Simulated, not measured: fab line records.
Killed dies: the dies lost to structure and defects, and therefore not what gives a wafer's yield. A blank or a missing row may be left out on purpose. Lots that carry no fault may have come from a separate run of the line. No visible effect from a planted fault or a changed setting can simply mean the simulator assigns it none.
Problem report in the 8D (eight disciplines) form, filled by code ; flow n5_finfet ; the parts of the form that need people (team, actions taken, sign-off) are left out

== 1. THE PROBLEM ==
M1_THK at N5_BEOL_M1_THK_MEAS_53 reads a mean of 148.1 nm on 6 wafers of 2 lots; wafers without a fault read 39.8 nm with a standard deviation of 1.9. Relative to the usual mean, that is a shift of +57 standard deviations.
The step: measures by xrf.
Earliest sighting: wafer L651.3 on film_metro-01 at day 9 18:03. At this step, 27 wafers from 10 lots have a number in the record. Rule for "out", or "out of limits": more than 4 standard deviations from the usual mean. All remaining wafers that have a number are taken as sound.

== 2. WHAT IT IS, AND WHAT IT ISN'T ==
question;is;is not
which readings at this step;M1_THK;-
which lots;L651, L653;L641, L643, L647, L649, L650, L652, L661, L662
which wafers of those lots;all that have a number;-
read on which gauges;film_metro-01, film_metro-02;-
when;from day 9 18:03;"up to then (13 sound wafers); but 8 sound wafers of L652, L661, L662 came after"

== 3. SUSPECTS, AND WHAT RULES EACH OUT ==
Counting: a tool at a process step up to the reading stays a suspect if it ran every lot that is out and no sound lot after the first of them.
- the gauge at N5_BEOL_M1_THK_MEAS_53 has been ruled out. 2 gauges (film_metro-01, film_metro-02) read the wafers that are out.
- cmp-02 at N5_BEOL_M1_CMP_52 (polishes, stops on SiOC, t overpolish 6.8 s, target thk 40 nm): ruled out as a lasting fault. After its first lot that is out, L651 (day 9 17:47), sound lots L662 ran on it.
Left after counting: nothing in the record.

== 4. THE CAUSE (what the simulator had put in) ==
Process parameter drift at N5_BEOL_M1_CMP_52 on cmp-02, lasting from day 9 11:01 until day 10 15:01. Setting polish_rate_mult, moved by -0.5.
Counting ruled it out, wrongly: the rule takes a fault to strike every lot that its tool runs from its start on, and this one did not.

== 5. SEQUENCE OF EFFECTS, ordered by route ==
Rows list readings where the struck wafers' mean (over those with a number) sits beyond 3 standard deviations from the usual. Readings are gone through only where the record gives a usual standard deviation; hours: the median, over the lots, of the time from a lot's start at the first step in this table giving one to that lot's start at this step; sigmas: the change measured in usual standard deviations.
hours;step;reading;usual;on struck wafers;change;sigmas
0;N5_BEOL_M1_CMP_52;barrier_field_endpoint_s;25.1 s;41.4;+16.3;+19
0;N5_BEOL_M1_CMP_52;overpolish_run_s;6.801 s;0.040;-6.761;-99 or more
0;N5_BEOL_M1_CMP_52;time_to_endpoint_s;63 s;81;+18;+4.3
0;N5_BEOL_M1_THK_MEAS_53;M1_THK;39.8 nm;148.1;+108.3;+57
1;N5_BEOL_M1_INSPECT_59;raw_defect_count;67;1538;+1470;+67
141;N5_PASSIVATION_PROBE_49;defect_limited_yield;91.5 %;0.0;-91.5;-61
141;N5_PASSIVATION_PROBE_49;killed_at_M0_to_M3;32;1104;+1072;+99 or more
141;N5_PASSIVATION_PROBE_49;killed_dies;101;1180;+1079;+60
141;N5_PASSIVATION_PROBE_49;killed_on_rim;13;152;+139;+32
141;N5_PASSIVATION_PROBE_49;sort_n_pass;1078;0;-1078;-49
141;N5_PASSIVATION_PROBE_49;sort_yield_pct;91.3 %;0.0;-91.3;-48
It contains these process steps:
- N5_BEOL_M1_CMP_52: polishes, stops on SiOC, t overpolish 6.8 s, target thk 40 nm.
- N5_PASSIVATION_PROBE_49

== 6. HOW IT WOULD HAVE BEEN CAUGHT EARLIER ==
The first out-of-limits reading at a measuring or inspecting step in this record came at day 9 18:03, 7 hours after the fault's start at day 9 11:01.
Tool's own readings at N5_BEOL_M1_CMP_52, barrier_field_endpoint_s, overpolish_run_s, time_to_endpoint_s: out on all struck wafers the step has rows for; an alarm limit on them would have tripped on the first.
